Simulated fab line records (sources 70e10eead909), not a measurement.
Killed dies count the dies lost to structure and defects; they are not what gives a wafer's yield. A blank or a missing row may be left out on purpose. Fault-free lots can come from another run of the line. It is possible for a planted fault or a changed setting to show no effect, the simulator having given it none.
Comparing a struck lot with a sound one ; flow nand-harc ; 24 out of 1302 route steps
Sound: these wafers, L819.2, L819.3, L819.4. Wafers L830.3, L830.4, L830.5 were the ones struck. At the end, the cause is stated.
Each step with rows lists, per side, the tool, then ch with its chambers, then its first start. Under that, the readings that differ: sound wafers ; struck wafers ; difference of the means ; sigmas: that difference in standard deviations of wafers without a fault.
alike: words and numbers the same on both sides, and readings whose means are apart by under 2 such deviations; not compared: readings that were withheld, readings missing a value for some wafer, numbers with overlapping values and no deviation given by the record, and bounds like >300 which may hide the same value.
Wherever a step has rows on one side only, a row that says differs or no value, or a row with sigmas, the two part there. Non-overlapping numbers with no deviation appear without sigmas and do not part them. Lack of a reading on every wafer of one side parts them only where that side has two or more wafers.

NHARC_P_M1_INSPECT_27:
  sound: defect-inspect-01 at day 10 09:40; struck: defect-inspect-01 at day 15 05:40
  alike: raw-defect-count
NHARC_P_M1_PRE_CLEAN_32: time 12 s.
  sound on pecvd-03 ch 0,1, day 10 09:44; struck on pecvd-01 ch 1,2, day 15 05:44
  alike: heater-power-w
NHARC_P_M1_DEP_33: deposits SiCN, target thk 30 nm.
  sound on pecvd-03 ch 0,1, day 10 09:51; struck on pecvd-01 ch 1,2, day 15 05:51
  alike: heater-power-w
then, 8 steps without rows for these wafers: NHARC_P_M2_DEP_00 (deposits SiOC, target thk 182.5 nm); NHARC_P_M2_DEHYDRATE_01 (time 120 s); NHARC_P_M2_HMDS_02 (time 30 s); NHARC_P_M2_COAT_34 (time 65 s); NHARC_P_M2_COAT_03 (resist thk 90 nm); NHARC_P_M2_SOFTBAKE_04 (time 55 s); NHARC_P_M2_EBR_05; NHARC_P_M2_EXPOSE_06 (exposes mask P M2, target cd 170 nm).
NHARC_P_M2_PEB_07: peb time 65 s.
  sound on litho-track-01 ch 0, day 10 10:51; struck on litho-track-01 ch 0, day 15 06:58
reading;sound;struck;difference;sigmas
heater-power-total-W (W);156.8 156.8 156.2;172.2 172.2 171.6;+15.4;+37
plate-temp-C (C);99.91 99.99 99.99;106.99 106.93 107.06;+7.03;+59
  alike: exhaust-pa
then, 1 step without rows for these wafers: NHARC_P_M2_DEVELOP_08 (develop time 35 s).
NHARC_P_M2_CD_MEAS_09: the cd target is 170 nm.
  sound on cd-sem-03 ch 0, day 10 10:56; struck on cd-sem-02 ch 0, day 15 07:02
reading;sound;struck;difference;sigmas
cd-nm (nm);170.7 170.9 171.4;191.9 190.4 191.2;+20.2;+35
NHARC_P_M2_OVL_MEAS_10: pitch 340 nm.
  sound: overlay-01 at day 10 11:01; struck: overlay-01 at day 15 07:08
  alike: overlay-x-nm, overlay-y-nm
NHARC_P_M2_INSPECT_11:
  sound: defect-inspect-01 at day 10 11:03; struck: defect-inspect-01 at day 15 07:10
reading;sound;struck;difference;sigmas
raw-defect-count;3 0 2;8 12 10;+8;+3
NHARC_P_M2_DESCUM_14: chemistry O2, time 3 s.
  sound on rie-diel-11 ch 1,2,3, day 10 11:07; struck on rie-diel-03 ch 1,2, day 15 07:13
reading;sound;struck;difference;sigmas
model.P_M2.cd-nm (nm);170.7 170.9 171.2;191.2 190.3 190.7;+19.8;
  alike: drypump-motor-current-A, oes-product-au, rf-vpp-V, showerhead-plenum-p-Torr, throttle-valve-pct
  not compared: rf-hours-counter-h
NHARC_P_M2_ETCH_35: etches the open film in N2/H2, target depth 40 nm, overetch 12 nm, time 43.94 s.
  sound on rie-diel-11 ch 0,2,3, day 10 11:13; struck on rie-diel-03 ch 1,2,3, day 15 07:19
  alike: drypump-motor-current-A, oes-product-au, rf-vpp-V, showerhead-plenum-p-Torr, throttle-valve-pct
  not compared: rf-hours-counter-h
NHARC_P_M2_ETCH_15: etches the open film in C4F8/Ar, target depth 182.5 nm, time 91.2 s.
  sound on rie-diel-11 ch 0,1,3; struck on rie-diel-03 ch 1,2,3
  alike: oes-product-au, rf-vpp-V
  not compared: rf-hours-counter-h
NHARC_P_M2_CD_MEAS_16:
  sound: cd-sem-02 at day 10 11:25; struck: cd-sem-01 at day 15 07:32
reading;sound;struck;difference;sigmas
cd-nm (nm);170.9 170.9 171.0;191.0 189.9 190.8;+19.6;+29
NHARC_P_M2_STRIP_18: strips in N2/H2.
  sound on rie-diel-03 ch 0,1,3, day 10 11:30; struck on rie-diel-02 ch 2,3, day 15 07:40
  alike: drypump-motor-current-A, oes-product-au, rf-vpp-V, showerhead-plenum-p-Torr, throttle-valve-pct
  not compared: rf-hours-counter-h
NHARC_P_M2_ETCH_28: etches the open film in CF4/N2, target depth 30 nm, time 72.99 s.
  sound on rie-diel-03 ch 0,2,3; struck on rie-diel-02 ch 1,2,3
reading;sound;struck;difference;sigmas
model.P_M2.cd-nm (nm);170.7 170.6 172.3;191.4 190.4 190.8;+19.7;
  alike: drypump-motor-current-A, oes-product-au, rf-vpp-V, showerhead-plenum-p-Torr, throttle-valve-pct
  not compared: rf-hours-counter-h
then, 2 steps without rows for these wafers: NHARC_P_M2_STRIP_19 (strips in post etch residue remover, time 600 s); NHARC_END_SORT_01.

## WHERE THEY PART
Earliest at NHARC_P_M2_PEB_07; latest, in this record, at NHARC_P_M2_CD_MEAS_16. Later steps at which nothing parts them and some readings are alike: NHARC_P_M2_STRIP_18, NHARC_P_M2_ETCH_28.

WHY: what had been put in by the simulator
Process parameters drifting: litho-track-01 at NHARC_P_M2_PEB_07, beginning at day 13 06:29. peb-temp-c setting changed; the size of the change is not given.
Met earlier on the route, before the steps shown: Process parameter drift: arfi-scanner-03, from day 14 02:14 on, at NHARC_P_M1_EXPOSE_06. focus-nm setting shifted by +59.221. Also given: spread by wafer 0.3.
